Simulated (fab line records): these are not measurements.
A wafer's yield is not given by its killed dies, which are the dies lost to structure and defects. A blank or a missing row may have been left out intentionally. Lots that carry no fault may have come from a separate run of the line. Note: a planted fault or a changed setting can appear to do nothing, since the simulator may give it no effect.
fab line records / flow nand_harc
record lots=13 wafers=39 last_day=34
route steps=1302 shown A_BONDPAD@1221 HYBRID_BOND@1242 THIN_TSV@1268
lots untouched by any fault: they come from a run of this same line in which no faults occurred
start_h: hours from the record's first day to the start of the lot's first wafer shown / wait_h: how many hours have passed since the lot's step before this one / " same as the row above / L1.1+2: a single row standing in for several wafers / - no value present, or no start provided / * or withheld: withheld / < > ~ a bound
route shown NAME@n: a module of which the file shows steps, and the number in the route of the first / usual: mean/standard deviation taken from wafers without a fault / same: alike in all rows / chamber/n: place in a boat / sites: per-site readings / _std_site: the values' standard deviation / _edge_site: outer sites' mean less inner sites' / radius_mm: how far each site lies from the wafer's centre / mask NAME#n: copy n / behind: the most recent tool/chamber to have shaped the wafer / hold: why the lot went on hold/how many hours it stayed there/how the hold came to an end / device: names the non-switching transistor (n, p or np) / end of line: tests of these same wafers at the route's end / a step with no rows: only its recipe / killed: dies that structure and defects cost at the first sort, which is not the same as the wafer's yield / map: a wafer's dies, marking killed ones x, the rest . and places with no die _
set.NAME: the setting as run; set.NAME@STEP: as run at that earlier step / model.NAME: the simulator's own value behind a step, which no gauge read
a sample of lots followed through the steps of the route, with each step as a table and each wafer as a row
services: when a tool's chamber went out of use (start_h, in hours from the record's first day, below 0 if earlier), for how many hours, and the reason
## steps
# step NHARC_A_BONDPAD_CD_MEAS_13
# usual cd_nm=500.5/2.7
lot.wafer=L323.2 tool=cd_sem-01 chamber=- start_h=536.77 wait_h=- cd_nm=498.4
lot.wafer=L323.4 tool=cd_sem-01 chamber=- start_h=536.77 wait_h=- cd_nm=498.4
lot.wafer=L323.5 tool=cd_sem-01 chamber=- start_h=536.77 wait_h=- cd_nm=504.4
lot.wafer=L324.2 tool=cd_sem-03 chamber=- start_h=538.46 wait_h=- cd_nm=503.4
lot.wafer=L324.3 tool=cd_sem-03 chamber=- start_h=538.46 wait_h=- cd_nm=500.2
lot.wafer=L324.6 tool=cd_sem-03 chamber=- start_h=538.46 wait_h=- cd_nm=500.6
lot.wafer=L325.1 tool=cd_sem-03 chamber=- start_h=554.59 wait_h=- cd_nm=497.9
lot.wafer=L325.2 tool=cd_sem-03 chamber=- start_h=554.59 wait_h=- cd_nm=499.5
lot.wafer=L325.3 tool=cd_sem-03 chamber=- start_h=554.59 wait_h=- cd_nm=494.4
lot.wafer=L327.2 tool=cd_sem-01 chamber=- start_h=560.07 wait_h=- cd_nm=496.9
lot.wafer=L327.4 tool=cd_sem-01 chamber=- start_h=560.07 wait_h=- cd_nm=499.6
lot.wafer=L327.6 tool=cd_sem-01 chamber=- start_h=560.07 wait_h=- cd_nm=499.5
lot.wafer=L328.1 tool=cd_sem-03 chamber=- start_h=576.25 wait_h=- cd_nm=502.2
lot.wafer=L328.2 tool=cd_sem-03 chamber=- start_h=576.25 wait_h=- cd_nm=503.0
lot.wafer=L328.4 tool=cd_sem-03 chamber=- start_h=576.25 wait_h=- cd_nm=499.6
lot.wafer=L335.1 tool=cd_sem-02 chamber=- start_h=652.31 wait_h=- cd_nm=502.1
lot.wafer=L335.3 tool=cd_sem-02 chamber=- start_h=652.31 wait_h=- cd_nm=498.3
lot.wafer=L335.6 tool=cd_sem-02 chamber=- start_h=652.31 wait_h=- cd_nm=503.2
lot.wafer=L339.1 tool=cd_sem-02 chamber=- start_h=693.70 wait_h=- cd_nm=498.1
lot.wafer=L339.2 tool=cd_sem-02 chamber=- start_h=693.70 wait_h=- cd_nm=500.1
lot.wafer=L339.6 tool=cd_sem-02 chamber=- start_h=693.70 wait_h=- cd_nm=498.3
lot.wafer=L340.2 tool=cd_sem-03 chamber=- start_h=704.56 wait_h=- cd_nm=499.9
lot.wafer=L340.4 tool=cd_sem-03 chamber=- start_h=704.56 wait_h=- cd_nm=500.4
lot.wafer=L340.5 tool=cd_sem-03 chamber=- start_h=704.56 wait_h=- cd_nm=501.8
lot.wafer=L341.1 tool=cd_sem-03 chamber=- start_h=716.45 wait_h=- cd_nm=501.0
lot.wafer=L341.2 tool=cd_sem-03 chamber=- start_h=716.45 wait_h=- cd_nm=502.4
lot.wafer=L341.4 tool=cd_sem-03 chamber=- start_h=716.45 wait_h=- cd_nm=498.3
lot.wafer=L343.1 tool=cd_sem-01 chamber=- start_h=719.23 wait_h=- cd_nm=503.1
lot.wafer=L343.3 tool=cd_sem-01 chamber=- start_h=719.23 wait_h=- cd_nm=503.2
lot.wafer=L343.4 tool=cd_sem-01 chamber=- start_h=719.23 wait_h=- cd_nm=500.7
lot.wafer=L342.3 tool=cd_sem-02 chamber=- start_h=726.00 wait_h=- cd_nm=501.6
lot.wafer=L342.4 tool=cd_sem-02 chamber=- start_h=726.00 wait_h=- cd_nm=504.6
lot.wafer=L342.5 tool=cd_sem-02 chamber=- start_h=726.00 wait_h=- cd_nm=503.3
lot.wafer=L344.4 tool=cd_sem-03 chamber=- start_h=747.50 wait_h=- cd_nm=502.9
lot.wafer=L344.5 tool=cd_sem-03 chamber=- start_h=747.50 wait_h=- cd_nm=502.9
lot.wafer=L344.6 tool=cd_sem-03 chamber=- start_h=747.50 wait_h=- cd_nm=500.9
lot.wafer=L346.2 tool=cd_sem-03 chamber=- start_h=773.25 wait_h=- cd_nm=494.9
lot.wafer=L346.4 tool=cd_sem-03 chamber=- start_h=773.25 wait_h=- cd_nm=500.3
lot.wafer=L346.6 tool=cd_sem-03 chamber=- start_h=773.25 wait_h=- cd_nm=504.1
# step NHARC_HYBRID_BOND_OVL_MEAS_05
# usual overlay_x_nm=-2/32 overlay_y_nm=-7/35
lot.wafer=L323.2 tool=overlay-02 chamber=- start_h=548.51 wait_h=0.4 overlay_x_nm=9 overlay_y_nm=-14
lot.wafer=L323.4 tool=overlay-02 chamber=- start_h=548.51 wait_h=0.4 overlay_x_nm=-65 overlay_y_nm=-21
lot.wafer=L323.5 tool=overlay-02 chamber=- start_h=548.51 wait_h=0.4 overlay_x_nm=46 overlay_y_nm=70
lot.wafer=L324.2 tool=overlay-01 chamber=- start_h=548.51 wait_h=0.4 overlay_x_nm=22 overlay_y_nm=-15
lot.wafer=L324.3 tool=overlay-01 chamber=- start_h=548.51 wait_h=0.4 overlay_x_nm=26 overlay_y_nm=8
lot.wafer=L324.6 tool=overlay-01 chamber=- start_h=548.51 wait_h=0.4 overlay_x_nm=-23 overlay_y_nm=25
lot.wafer=L325.1 tool=overlay-01 chamber=- start_h=566.37 wait_h=0.4 overlay_x_nm=-4 overlay_y_nm=-18
lot.wafer=L325.2 tool=overlay-01 chamber=- start_h=566.37 wait_h=0.4 overlay_x_nm=-14 overlay_y_nm=-44
lot.wafer=L325.3 tool=overlay-01 chamber=- start_h=566.37 wait_h=0.4 overlay_x_nm=-21 overlay_y_nm=23
lot.wafer=L327.2 tool=overlay-01 chamber=- start_h=571.91 wait_h=0.4 overlay_x_nm=-4 overlay_y_nm=22
lot.wafer=L327.4 tool=overlay-01 chamber=- start_h=571.91 wait_h=0.4 overlay_x_nm=6 overlay_y_nm=67
lot.wafer=L327.6 tool=overlay-01 chamber=- start_h=571.91 wait_h=0.4 overlay_x_nm=-24 overlay_y_nm=-16
lot.wafer=L328.1 tool=overlay-02 chamber=- start_h=588.30 wait_h=0.4 overlay_x_nm=30 overlay_y_nm=-21
lot.wafer=L328.2 tool=overlay-02 chamber=- start_h=588.30 wait_h=0.4 overlay_x_nm=-13 overlay_y_nm=38
lot.wafer=L328.4 tool=overlay-02 chamber=- start_h=588.30 wait_h=0.4 overlay_x_nm=24 overlay_y_nm=-22
lot.wafer=L335.1 tool=overlay-02 chamber=- start_h=666.42 wait_h=0.4 overlay_x_nm=55 overlay_y_nm=-53
lot.wafer=L335.3 tool=overlay-02 chamber=- start_h=666.42 wait_h=0.4 overlay_x_nm=20 overlay_y_nm=-28
lot.wafer=L335.6 tool=overlay-02 chamber=- start_h=666.42 wait_h=0.4 overlay_x_nm=61 overlay_y_nm=-40
lot.wafer=L339.1 tool=overlay-02 chamber=- start_h=706.26 wait_h=0.4 overlay_x_nm=76 overlay_y_nm=-14
lot.wafer=L339.2 tool=overlay-02 chamber=- start_h=706.26 wait_h=0.4 overlay_x_nm=10 overlay_y_nm=44
lot.wafer=L339.6 tool=overlay-02 chamber=- start_h=706.26 wait_h=0.4 overlay_x_nm=-41 overlay_y_nm=-44
lot.wafer=L340.2 tool=overlay-01 chamber=- start_h=716.26 wait_h=0.4 overlay_x_nm=18 overlay_y_nm=10
lot.wafer=L340.4 tool=overlay-01 chamber=- start_h=716.26 wait_h=0.4 overlay_x_nm=-1 overlay_y_nm=-9
lot.wafer=L340.5 tool=overlay-01 chamber=- start_h=716.26 wait_h=0.4 overlay_x_nm=-50 overlay_y_nm=-5
lot.wafer=L341.1 tool=overlay-02 chamber=- start_h=728.73 wait_h=0.4 overlay_x_nm=4 overlay_y_nm=37
lot.wafer=L341.2 tool=overlay-02 chamber=- start_h=728.73 wait_h=0.4 overlay_x_nm=-24 overlay_y_nm=-34
lot.wafer=L341.4 tool=overlay-02 chamber=- start_h=728.73 wait_h=0.4 overlay_x_nm=1 overlay_y_nm=-87
lot.wafer=L343.1 tool=overlay-01 chamber=- start_h=728.73 wait_h=0.4 overlay_x_nm=25 overlay_y_nm=4
lot.wafer=L343.3 tool=overlay-01 chamber=- start_h=728.73 wait_h=0.4 overlay_x_nm=-13 overlay_y_nm=43
lot.wafer=L343.4 tool=overlay-01 chamber=- start_h=728.73 wait_h=0.4 overlay_x_nm=-7 overlay_y_nm=-12
lot.wafer=L342.3 tool=overlay-01 chamber=- start_h=740.47 wait_h=0.4 overlay_x_nm=-38 overlay_y_nm=15
lot.wafer=L342.4 tool=overlay-01 chamber=- start_h=740.47 wait_h=0.4 overlay_x_nm=-42 overlay_y_nm=-15
lot.wafer=L342.5 tool=overlay-01 chamber=- start_h=740.47 wait_h=0.4 overlay_x_nm=11 overlay_y_nm=-39
lot.wafer=L344.4 tool=overlay-02 chamber=- start_h=760.02 wait_h=0.4 overlay_x_nm=10 overlay_y_nm=32
lot.wafer=L344.5 tool=overlay-02 chamber=- start_h=760.02 wait_h=0.4 overlay_x_nm=35 overlay_y_nm=38
lot.wafer=L344.6 tool=overlay-02 chamber=- start_h=760.02 wait_h=0.4 overlay_x_nm=-50 overlay_y_nm=-3
lot.wafer=L346.2 tool=overlay-01 chamber=- start_h=784.95 wait_h=0.4 overlay_x_nm=3 overlay_y_nm=-30
lot.wafer=L346.4 tool=overlay-01 chamber=- start_h=784.95 wait_h=0.4 overlay_x_nm=-45 overlay_y_nm=26
lot.wafer=L346.6 tool=overlay-01 chamber=- start_h=784.95 wait_h=0.4 overlay_x_nm=20 overlay_y_nm=-64
# step NHARC_THIN_TSV_ETCHBACK_48
# recipe target_depth_a=10285 over_etch_frac=0.3 time_s=405.17 ion_energy_ev=250 c4f8_flow_sccm=withheld ar_flow_sccm=withheld rf_w=600 bias_w=300 chemistry=C4F8/Ar
# usual oes_product_au=0.96/0.036 rf_fwd_power_W=599.1/1.8 rf_vpp_V=546/3.7 run_length_s=426.5/0.41
lot.wafer=L323.4 tool=rie_diel-03 chamber=3 start_h=553.87 wait_h=- oes_product_au=0.92 rf_fwd_power_W=602.4 rf_hours_counter_h=7 rf_vpp_V=549 run_length_s=425.6
lot.wafer=L323.2 tool=rie_diel-03 chamber=1 start_h=553.87 wait_h=- oes_product_au=0.93 rf_fwd_power_W=600.6 rf_hours_counter_h=7 rf_vpp_V=544 run_length_s=427.0
lot.wafer=L323.5 tool=rie_diel-03 chamber=2 start_h=553.87 wait_h=- oes_product_au=0.91 rf_fwd_power_W=597.1 rf_hours_counter_h=- rf_vpp_V=550 run_length_s=426.0
lot.wafer=L324.2 tool=rie_diel-08 chamber=0 start_h=554.73 wait_h=- oes_product_au=1.01 rf_fwd_power_W=603.1 rf_hours_counter_h=0 rf_vpp_V=542 run_length_s=426.1
lot.wafer=L324.3 tool=rie_diel-08 chamber=2 start_h=554.73 wait_h=- oes_product_au=0.99 rf_fwd_power_W=599.1 rf_hours_counter_h=0 rf_vpp_V=548 run_length_s=426.7
lot.wafer=L324.6 tool=rie_diel-08 chamber=0 start_h=554.73 wait_h=- oes_product_au=1.00 rf_fwd_power_W=601.2 rf_hours_counter_h=- rf_vpp_V=542 run_length_s=425.9
lot.wafer=L325.3 tool=rie_diel-08 chamber=3 start_h=571.58 wait_h=- oes_product_au=1.00 rf_fwd_power_W=599.5 rf_hours_counter_h=0 rf_vpp_V=543 run_length_s=426.9
lot.wafer=L325.1 tool=rie_diel-08 chamber=0 start_h=571.58 wait_h=- oes_product_au=1.00 rf_fwd_power_W=599.6 rf_hours_counter_h=0 rf_vpp_V=543 run_length_s=426.4
lot.wafer=L325.2 tool=rie_diel-08 chamber=1 start_h=571.58 wait_h=- oes_product_au=1.01 rf_fwd_power_W=600.0 rf_hours_counter_h=0 rf_vpp_V=543 run_length_s=426.5
lot.wafer=L327.2 tool=rie_diel-08 chamber=3 start_h=578.57 wait_h=- oes_product_au=0.92 rf_fwd_power_W=598.2 rf_hours_counter_h=1 rf_vpp_V=543 run_length_s=427.0
lot.wafer=L327.6 tool=rie_diel-08 chamber=3 start_h=578.57 wait_h=- oes_product_au=0.92 rf_fwd_power_W=599.6 rf_hours_counter_h=- rf_vpp_V=542 run_length_s=426.9
lot.wafer=L327.4 tool=rie_diel-08 chamber=0 start_h=578.57 wait_h=- oes_product_au=0.92 rf_fwd_power_W=596.0 rf_hours_counter_h=- rf_vpp_V=543 run_length_s=426.2
lot.wafer=L328.4 tool=rie_diel-03 chamber=1 start_h=593.29 wait_h=- oes_product_au=0.93 rf_fwd_power_W=601.2 rf_hours_counter_h=10 rf_vpp_V=544 run_length_s=427.2
lot.wafer=L328.1 tool=rie_diel-03 chamber=2 start_h=593.29 wait_h=- oes_product_au=0.91 rf_fwd_power_W=598.3 rf_hours_counter_h=10 rf_vpp_V=552 run_length_s=426.0
lot.wafer=L328.2 tool=rie_diel-03 chamber=3 start_h=593.29 wait_h=- oes_product_au=0.92 rf_fwd_power_W=600.9 rf_hours_counter_h=10 rf_vpp_V=550 run_length_s=426.1
lot.wafer=L335.3 tool=rie_diel-03 chamber=0 start_h=671.28 wait_h=- oes_product_au=0.91 rf_fwd_power_W=- rf_hours_counter_h=2 rf_vpp_V=550 run_length_s=171.0
lot.wafer=L335.1 tool=rie_diel-03 chamber=3 start_h=671.28 wait_h=- oes_product_au=0.93 rf_fwd_power_W=598.8 rf_hours_counter_h=2 rf_vpp_V=550 run_length_s=425.7
lot.wafer=L335.6 tool=rie_diel-03 chamber=0 start_h=671.28 wait_h=- oes_product_au=0.93 rf_fwd_power_W=- rf_hours_counter_h=- rf_vpp_V=551 run_length_s=170.7
lot.wafer=L339.1 tool=rie_diel-01 chamber=0 start_h=711.46 wait_h=- oes_product_au=1.01 rf_fwd_power_W=602.3 rf_hours_counter_h=6 rf_vpp_V=550 run_length_s=427.1
lot.wafer=L339.2 tool=rie_diel-01 chamber=2 start_h=711.46 wait_h=- oes_product_au=1.02 rf_fwd_power_W=602.3 rf_hours_counter_h=7 rf_vpp_V=546 run_length_s=427.4
lot.wafer=L339.6 tool=rie_diel-01 chamber=0 start_h=711.46 wait_h=- oes_product_au=1.02 rf_fwd_power_W=602.0 rf_hours_counter_h=- rf_vpp_V=550 run_length_s=426.9
lot.wafer=L340.2 tool=rie_diel-08 chamber=2 start_h=721.26 wait_h=- oes_product_au=0.92 rf_fwd_power_W=600.7 rf_hours_counter_h=7 rf_vpp_V=547 run_length_s=426.3
lot.wafer=L340.4 tool=rie_diel-08 chamber=3 start_h=721.26 wait_h=- oes_product_au=0.92 rf_fwd_power_W=598.2 rf_hours_counter_h=7 rf_vpp_V=542 run_length_s=427.2
lot.wafer=L340.5 tool=rie_diel-08 chamber=3 start_h=721.26 wait_h=- oes_product_au=0.92 rf_fwd_power_W=598.0 rf_hours_counter_h=- rf_vpp_V=543 run_length_s=426.4
lot.wafer=L341.2 tool=rie_diel-03 chamber=1 start_h=733.72 wait_h=- oes_product_au=0.92 rf_fwd_power_W=602.4 rf_hours_counter_h=6 rf_vpp_V=546 run_length_s=426.5
lot.wafer=L341.1 tool=rie_diel-03 chamber=3 start_h=733.72 wait_h=- oes_product_au=0.93 rf_fwd_power_W=598.5 rf_hours_counter_h=6 rf_vpp_V=550 run_length_s=425.7
lot.wafer=L341.4 tool=rie_diel-03 chamber=1 start_h=733.72 wait_h=- oes_product_au=0.91 rf_fwd_power_W=599.2 rf_hours_counter_h=- rf_vpp_V=545 run_length_s=426.6
lot.wafer=L343.3 tool=rie_diel-08 chamber=0 start_h=735.04 wait_h=- oes_product_au=0.98 rf_fwd_power_W=597.5 rf_hours_counter_h=1 rf_vpp_V=542 run_length_s=425.9
lot.wafer=L343.1 tool=rie_diel-08 chamber=1 start_h=735.04 wait_h=- oes_product_au=0.98 rf_fwd_power_W=598.1 rf_hours_counter_h=1 rf_vpp_V=540 run_length_s=426.5
lot.wafer=L343.4 tool=rie_diel-08 chamber=2 start_h=735.04 wait_h=- oes_product_au=0.95 rf_fwd_power_W=598.7 rf_hours_counter_h=0 rf_vpp_V=548 run_length_s=426.5
lot.wafer=L342.3 tool=rie_diel-03 chamber=1 start_h=748.93 wait_h=- oes_product_au=0.99 rf_fwd_power_W=596.6 rf_hours_counter_h=7 rf_vpp_V=545 run_length_s=426.8
lot.wafer=L342.4 tool=rie_diel-03 chamber=0 start_h=748.93 wait_h=- oes_product_au=0.98 rf_fwd_power_W=597.8 rf_hours_counter_h=5 rf_vpp_V=551 run_length_s=426.5
lot.wafer=L342.5 tool=rie_diel-03 chamber=1 start_h=748.93 wait_h=- oes_product_au=0.99 rf_fwd_power_W=597.8 rf_hours_counter_h=- rf_vpp_V=543 run_length_s=426.6
lot.wafer=L344.4 tool=rie_diel-08 chamber=1 start_h=765.09 wait_h=- oes_product_au=0.96 rf_fwd_power_W=599.1 rf_hours_counter_h=3 rf_vpp_V=543 run_length_s=426.6
lot.wafer=L344.6 tool=rie_diel-08 chamber=2 start_h=765.09 wait_h=- oes_product_au=0.92 rf_fwd_power_W=597.6 rf_hours_counter_h=- rf_vpp_V=548 run_length_s=426.3
lot.wafer=L344.5 tool=rie_diel-08 chamber=3 start_h=765.09 wait_h=- oes_product_au=0.93 rf_fwd_power_W=598.6 rf_hours_counter_h=- rf_vpp_V=542 run_length_s=426.4
lot.wafer=L346.2 tool=rie_diel-08 chamber=2 start_h=789.78 wait_h=- oes_product_au=1.00 rf_fwd_power_W=596.1 rf_hours_counter_h=3 rf_vpp_V=547 run_length_s=426.4
lot.wafer=L346.4 tool=rie_diel-08 chamber=0 start_h=789.78 wait_h=- oes_product_au=1.00 rf_fwd_power_W=600.7 rf_hours_counter_h=3 rf_vpp_V=541 run_length_s=425.9
lot.wafer=L346.6 tool=rie_diel-08 chamber=2 start_h=789.78 wait_h=- oes_product_au=0.99 rf_fwd_power_W=598.5 rf_hours_counter_h=- rf_vpp_V=548 run_length_s=426.3
# step NHARC_THIN_TSV_CMP_21
# recipe t_overpolish_s=30 target_thk_nm=2000
# usual motor_current_A=11.5/0.97 overpolish_run_s=30.001/0.0093
lot.wafer=L323.4 tool=cmp-01 chamber=1 start_h=555.89 wait_h=- motor_current_A=11.8 overpolish_run_s=30.004
lot.wafer=L323.2 tool=cmp-01 chamber=0 start_h=555.89 wait_h=- motor_current_A=12.8 overpolish_run_s=29.980
lot.wafer=L323.5 tool=cmp-01 chamber=1 start_h=555.89 wait_h=- motor_current_A=12.0 overpolish_run_s=30.019
lot.wafer=L324.3 tool=cmp-04 chamber=2 start_h=556.85 wait_h=- motor_current_A=10.9 overpolish_run_s=29.985
lot.wafer=L324.2 tool=cmp-04 chamber=0 start_h=556.85 wait_h=- motor_current_A=9.1 overpolish_run_s=29.999
lot.wafer=L324.6 tool=cmp-04 chamber=1 start_h=556.85 wait_h=- motor_current_A=12.2 overpolish_run_s=30.014
lot.wafer=L325.1 tool=cmp-03 chamber=0 start_h=573.60 wait_h=- motor_current_A=12.5 overpolish_run_s=29.999
lot.wafer=L325.3 tool=cmp-03 chamber=1 start_h=573.60 wait_h=- motor_current_A=11.8 overpolish_run_s=30.002
lot.wafer=L325.2 tool=cmp-03 chamber=2 start_h=573.60 wait_h=- motor_current_A=11.4 overpolish_run_s=29.995
lot.wafer=L327.4 tool=cmp-03 chamber=3 start_h=581.17 wait_h=- motor_current_A=10.6 overpolish_run_s=30.011
lot.wafer=L327.2 tool=cmp-03 chamber=0 start_h=581.17 wait_h=- motor_current_A=12.5 overpolish_run_s=30.006
lot.wafer=L327.6 tool=cmp-03 chamber=3 start_h=581.17 wait_h=- motor_current_A=10.6 overpolish_run_s=29.993
lot.wafer=L328.1 tool=cmp-01 chamber=0 start_h=595.36 wait_h=- motor_current_A=12.0 overpolish_run_s=29.982
lot.wafer=L328.2 tool=cmp-01 chamber=2 start_h=595.36 wait_h=- motor_current_A=13.0 overpolish_run_s=30.013
lot.wafer=L328.4 tool=cmp-01 chamber=3 start_h=595.36 wait_h=- motor_current_A=11.0 overpolish_run_s=30.004
lot.wafer=L335.1 tool=cmp-03 chamber=2 start_h=673.39 wait_h=- motor_current_A=11.2 overpolish_run_s=30.001
lot.wafer=L335.3 tool=cmp-03 chamber=3 start_h=673.39 wait_h=- motor_current_A=10.7 overpolish_run_s=30.001
lot.wafer=L335.6 tool=cmp-03 chamber=0 start_h=673.39 wait_h=- motor_current_A=11.4 overpolish_run_s=30.014
lot.wafer=L339.2 tool=cmp-03 chamber=3 start_h=713.48 wait_h=- motor_current_A=11.0 overpolish_run_s=30.003
lot.wafer=L339.1 tool=cmp-03 chamber=2 start_h=713.48 wait_h=- motor_current_A=11.4 overpolish_run_s=29.992
lot.wafer=L339.6 tool=cmp-03 chamber=0 start_h=713.48 wait_h=- motor_current_A=12.3 overpolish_run_s=30.011
lot.wafer=L340.4 tool=cmp-01 chamber=0 start_h=723.40 wait_h=- motor_current_A=12.3 overpolish_run_s=30.002
lot.wafer=L340.2 tool=cmp-01 chamber=1 start_h=723.40 wait_h=- motor_current_A=11.3 overpolish_run_s=30.009
lot.wafer=L340.5 tool=cmp-01 chamber=3 start_h=723.40 wait_h=- motor_current_A=10.6 overpolish_run_s=30.003
lot.wafer=L341.4 tool=cmp-01 chamber=1 start_h=735.96 wait_h=- motor_current_A=11.1 overpolish_run_s=30.005
lot.wafer=L341.1 tool=cmp-01 chamber=2 start_h=735.96 wait_h=- motor_current_A=12.7 overpolish_run_s=30.007
lot.wafer=L341.2 tool=cmp-01 chamber=3 start_h=735.96 wait_h=- motor_current_A=11.1 overpolish_run_s=30.001
lot.wafer=L343.4 tool=cmp-04 chamber=2 start_h=737.05 wait_h=- motor_current_A=11.0 overpolish_run_s=30.009
lot.wafer=L343.3 tool=cmp-04 chamber=3 start_h=737.05 wait_h=- motor_current_A=12.6 overpolish_run_s=29.994
lot.wafer=L343.1 tool=cmp-04 chamber=0 start_h=737.05 wait_h=- motor_current_A=9.3 overpolish_run_s=30.003
lot.wafer=L342.3 tool=cmp-01 chamber=0 start_h=751.44 wait_h=- motor_current_A=12.8 overpolish_run_s=30.010
lot.wafer=L342.4 tool=cmp-01 chamber=2 start_h=751.44 wait_h=- motor_current_A=13.3 overpolish_run_s=30.008
lot.wafer=L342.5 tool=cmp-01 chamber=1 start_h=751.44 wait_h=- motor_current_A=11.5 overpolish_run_s=29.991
lot.wafer=L344.4 tool=cmp-01 chamber=0 start_h=767.10 wait_h=- motor_current_A=12.3 overpolish_run_s=29.982
lot.wafer=L344.6 tool=cmp-01 chamber=0 start_h=767.10 wait_h=- motor_current_A=13.0 overpolish_run_s=30.010
lot.wafer=L344.5 tool=cmp-01 chamber=1 start_h=767.10 wait_h=- motor_current_A=11.2 overpolish_run_s=30.013
lot.wafer=L346.4 tool=cmp-03 chamber=1 start_h=791.85 wait_h=- motor_current_A=12.1 overpolish_run_s=30.016
lot.wafer=L346.2 tool=cmp-03 chamber=2 start_h=791.85 wait_h=- motor_current_A=11.0 overpolish_run_s=29.988
lot.wafer=L346.6 tool=cmp-03 chamber=0 start_h=791.85 wait_h=- motor_current_A=12.0 overpolish_run_s=30.001
## services
tool=cmp-01 chamber=- start_h=541.98 hours=1.6 kind=repair
tool=rie_diel-08 chamber=- start_h=544.86 hours=9.0 kind=pm
tool=cmp-03 chamber=- start_h=554.47 hours=4.0 kind=pm
tool=rie_diel-08 chamber=1 start_h=559.53 hours=9.5 kind=repair
tool=cmp-03 chamber=- start_h=562.91 hours=2.7 kind=repair
tool=rie_diel-03 chamber=0 start_h=570.21 hours=4.8 kind=repair
tool=cmp-03 chamber=- start_h=570.47 hours=0.8 kind=repair
tool=rie_diel-08 chamber=2 start_h=572.17 hours=24.0 kind=repair
tool=cmp-01 chamber=- start_h=577.57 hours=4.0 kind=pm
tool=cmp-03 chamber=- start_h=589.21 hours=3.3 kind=repair
tool=cmp-03 chamber=- start_h=613.39 hours=0.4 kind=repair
tool=cmp-03 chamber=- start_h=622.17 hours=3.3 kind=repair
tool=rie_diel-03 chamber=- start_h=635.94 hours=9.0 kind=pm
tool=cmp-03 chamber=- start_h=652.47 hours=4.0 kind=pm
tool=rie_diel-08 chamber=3 start_h=655.28 hours=11.9 kind=repair
tool=cmp-01 chamber=- start_h=660.57 hours=3.5 kind=repair
tool=cmp-01 chamber=- start_h=675.57 hours=4.0 kind=pm
tool=cmp-03 chamber=- start_h=677.29 hours=1.6 kind=repair
tool=rie_diel-03 chamber=0 start_h=706.02 hours=5.1 kind=repair
tool=rie_diel-08 chamber=- start_h=721.86 hours=9.0 kind=pm
tool=rie_diel-03 chamber=2 start_h=732.39 hours=3.3 kind=repair
tool=rie_diel-08 chamber=1 start_h=736.37 hours=3.0 kind=repair
tool=cmp-01 chamber=- start_h=752.55 hours=0.4 kind=repair
tool=cmp-01 chamber=- start_h=773.57 hours=4.0 kind=pm
## key
first_sign step=NHARC_THIN_TSV_ETCHBACK_48 reading=run_length_s direction=down sigmas=99+ usual=* struck=*
effect none on later readings
met_at NHARC_THIN_TSV_ETCHBACK_48
struck_lots L335
struck_wafers L335.3,L335.6
later_rows_left_out L335.3,L335.6
sort_left_out L335.3,L335.6
not_acting_at NHARC_A_BONDPAD_CD_MEAS_13,NHARC_HYBRID_BOND_OVL_MEAS_05,NHARC_THIN_TSV_CMP_21
fault kind=process_parameter_drift tool=rie_diel-03 chamber=0 onset_h=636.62 steps=NHARC_THIN_TSV_ETCHBACK_48 channel=time_s offset=* shape=step end_h=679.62 acts_in=* stated=*
# sort_left_out: the simulated sort isn't trusted on such a fault, so these wafers' sort isn't shown, and their yield isn't known
# later_rows_left_out: the simulator's readings of these wafers behind a module that went badly wrong aren't trusted and aren't shown, but for the sort
